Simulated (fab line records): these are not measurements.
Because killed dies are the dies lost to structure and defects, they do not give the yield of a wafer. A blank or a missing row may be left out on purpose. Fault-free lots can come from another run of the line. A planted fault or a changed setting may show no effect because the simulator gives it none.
Chamber matching ; flow n5 finfet ; N5_BEOL_M1_PECVD_72 on pecvd-02 has 3 sister chambers
The step deposits SiO2 from TEOS/O2, target thk 16 nm, time 18 s. 6 wafers are shown with their chamber, then 7 later ones without.

WAFERS PAIRED WITH THEIR CHAMBERS
wafer;chamber;throttle valve pct (%);showerhead plenum p Torr (Torr)
L080.2;0;23.0;8.78
L080.5;0;23.1;8.79
L082.3;2;21.9;8.83
L082.6;1;23.4;8.73
L088.1;1;23.0;8.74
L088.5;2;22.0;8.80

WAFERS MISSING THEIR CHAMBER
wafer;throttle valve pct (%);showerhead plenum p Torr (Torr)
L088.6;22.7;8.78
L089.1;23.2;8.81
L089.2;23.3;8.74
L089.5;22.0;8.82
L095.1;22.9;8.76
L095.3;23.3;8.73
L095.6;23.2;8.73

THE CHAMBER EACH PASSED THROUGH
wafer;from the rows above;in truth
L088.6;0;0
L089.1;0;0
L089.2;1;1
L089.5;2;2
L095.1;can't be placed: 0 or 1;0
L095.3;1;1
L095.6;1;1
Correctly placed: 6 of 7. Cannot be placed on the basis of these rows: 1; the candidates contain the true chamber in 1. Number placed wrongly: 0.
How it was worked out, from the rows above alone: a wafer's distance from a chamber is the root of the sum, over the readings, of the square of ((its reading less the chamber's mean) divided by the reading's scatter). The wafer belongs to the nearest chamber; if the next one is less than 2 further off, it can't be placed. For every chamber, the mean is computed from those of its wafers that are shown. How the scatter is found: for the shown wafers, subtract from each reading the mean of its chamber, square and add these, divide the total by (wafers less chambers), then take the root.
